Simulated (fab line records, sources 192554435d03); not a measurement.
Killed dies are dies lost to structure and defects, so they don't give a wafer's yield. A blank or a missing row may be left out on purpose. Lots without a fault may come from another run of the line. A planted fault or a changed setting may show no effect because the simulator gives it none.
Split-lot experiment | flow n5_finfet | 7 lots, 39 wafers read, on a route of 1938 steps

THE SPLIT
At N5_BEOL_M15_SPUTTER_44 (material Ta, target thk 15 nm, time 24.19 s), the setting time_s was moved away from the recipe's 24.19 s on 18 of the 39 wafers read, by -37.5% to +52.9%. The other wafers ran this setting at the recipe's value.

FROM THE SPLIT TO THE READING: what the file shows between them, 3 steps
- N5_BEOL_M15_SPUTTER_45: material Cu, target thk 100 nm, time 16.67 s
- N5_BEOL_M15_ECD_47: material Cu, target thk 1860 nm
- N5_BEOL_M15_ANNEAL_48: time 90 s

THE READING
barrier_field_endpoint_s, in s, at N5_BEOL_M15_CMP_49 (polishes, stops on SiO2, t overpolish 4.9 s, target thk 850 nm). Fault-free wafers of this fab line usually give 11.4 s, standard deviation 0.36 s.

wafer  | tool, chamber at the split | time_s as run, s | against the recipe | barrier_field_endpoint_s, s | against lot-mates on the recipe
L074.4 | pvd_sputter-03, -          | 24.19            | recipe             | 11.2                        | -
L074.3 | pvd_sputter-03, -          | 24.19            | recipe             | 11.5                        | -
L074.2 | pvd_sputter-03, -          | 36.99            | +52.9%             | 14.1                        | +2.7
L074.1 | pvd_sputter-03, -          | 36.99            | +52.9%             | 15.2                        | +3.8
L074.5 | pvd_sputter-03, -          | 36.99            | +52.9%             | 14.3                        | +2.9
L074.6 | pvd_sputter-03, -          | 24.19            | recipe             | 11.5                        | -
L080.1 | pvd_sputter-02, -          | 24.19            | recipe             | 11.0                        | -
L080.3 | pvd_sputter-02, -          | 24.19            | recipe             | 11.2                        | -
L080.5 | pvd_sputter-02, -          | 24.19            | recipe             | 11.2                        | -
L082.2 | pvd_sputter-02, -          | 15.11            | -37.5%             | 9.2                         | -2.4
L082.3 | pvd_sputter-02, -          | 15.11            | -37.5%             | 9.2                         | -2.4
L082.1 | pvd_sputter-02, -          | 24.19            | recipe             | 11.8                        | -
L082.4 | pvd_sputter-02, -          | 24.19            | recipe             | 11.4                        | -
L082.5 | pvd_sputter-02, -          | 15.11            | -37.5%             | 9.2                         | -2.4
L082.6 | pvd_sputter-02, -          | 24.19            | recipe             | 11.5                        | -
L081.4 | pvd_sputter-03, -          | 33.42            | +38.2%             | 13.8                        | +2.3
L081.3 | pvd_sputter-03, -          | 24.19            | recipe             | 11.4                        | -
L081.2 | pvd_sputter-03, -          | 33.42            | +38.2%             | 13.8                        | +2.3
L081.1 | pvd_sputter-03, -          | 24.19            | recipe             | 11.6                        | -
L081.6 | pvd_sputter-03, -          | 24.19            | recipe             | 11.6                        | -
L081.5 | pvd_sputter-03, -          | 33.42            | +38.2%             | 14.1                        | +2.6
L083.3 | pvd_sputter-02, -          | 24.19            | recipe             | 11.3                        | -
L083.2 | pvd_sputter-02, -          | 24.19            | recipe             | 10.8                        | -
L083.1 | pvd_sputter-02, -          | 30.1             | +24.4%             | 12.3                        | +1.2
L083.4 | pvd_sputter-02, -          | 30.1             | +24.4%             | 12.9                        | +1.8
L083.6 | pvd_sputter-02, -          | 24.19            | recipe             | 11.3                        | -
L083.5 | pvd_sputter-02, -          | 30.1             | +24.4%             | 12.3                        | +1.2
L090.4 | pvd_sputter-02, -          | 18.53            | -23.4%             | 10.1                        | -1.6
L090.3 | pvd_sputter-02, -          | 24.19            | recipe             | 11.8                        | -
L090.1 | pvd_sputter-02, -          | 24.19            | recipe             | 11.2                        | -
L090.2 | pvd_sputter-02, -          | 24.19            | recipe             | 12.1                        | -
L090.5 | pvd_sputter-02, -          | 18.53            | -23.4%             | 10.5                        | -1.2
L090.6 | pvd_sputter-02, -          | 18.53            | -23.4%             | 10.3                        | -1.4
L096.4 | pvd_sputter-02, -          | 18.38            | -24.0%             | 10.3                        | -1.8
L096.1 | pvd_sputter-02, -          | 18.38            | -24.0%             | 10.4                        | -1.7
L096.3 | pvd_sputter-02, -          | 18.38            | -24.0%             | 10.0                        | -2.1
L096.2 | pvd_sputter-02, -          | 24.19            | recipe             | 12.6                        | -
L096.5 | pvd_sputter-02, -          | 24.19            | recipe             | 11.7                        | -
L096.6 | pvd_sputter-02, -          | 24.19            | recipe             | 12.0                        | -

THE FIT
A straight line over all 39 wafers: barrier_field_endpoint_s changes by +0.057 s for each +1% of time_s; r = +0.97; the points scatter about the line by 0.37 s.
The same after taking each lot's own level away (the mean of its wafers on the recipe; 39 wafers): +0.0619 s for each +1%; r = +0.98; scatter 0.28 s.
On that fit, the largest move of time_s shifts the reading by 3.3 s.
The lots' own levels span 11.13 to 12.10 s, that is 2.7 times the standard deviation above.
So the lot-to-lot level changes the slope little: the two slopes agree.
Check: with one of the wafers moved furthest among these (+52.9%) left out of the fit, the line predicts +3.31 s for it against its lot-mates. It came out at +2.7 s against them.

OTHER SPLITS ON THESE WAFERS
These wafers also went through other splits before the reading. Each is held against what the fit with the lots' levels taken away leaves over:
other split on the same wafers      | wafers away from the commonest value | r with barrier_field_endpoint_s (lot level and that fit taken away)
N5_BEOL_M9_ILD_DEP_00 time_s        | 15                                   | -0.11
N5_BEOL_M9_DEP_56 target_thk_a      | 18                                   | +0.15
N5_BEOL_M13_SPUTTER_44 target_thk_a | 15                                   | +0.07

THE WHOLE CHAIN: every reading that the file lists as answering this split, in the file's order
step                   | what it does                                                   | reading                                                                           | change (the file's fit)               | r (the file's)
N5_BEOL_M15_SPUTTER_44 | material Ta, target thk 15 nm, time 24.19 s                    | Ta_of_BEOL_M15_SPUTTER_44.thk_nm (the simulator's own value, which no gauge read) | +0.153 nm for each +1% of the setting | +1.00
N5_BEOL_M15_CMP_49     | polishes, stops on SiO2, t overpolish 4.9 s, target thk 850 nm | barrier_field_endpoint_s                                                          | +0.062 s for each +1% of the setting  | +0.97

THE FILE'S OWN FIT
barrier_field_endpoint_s changes by +0.062 s for each +1% of time_s, r = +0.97.
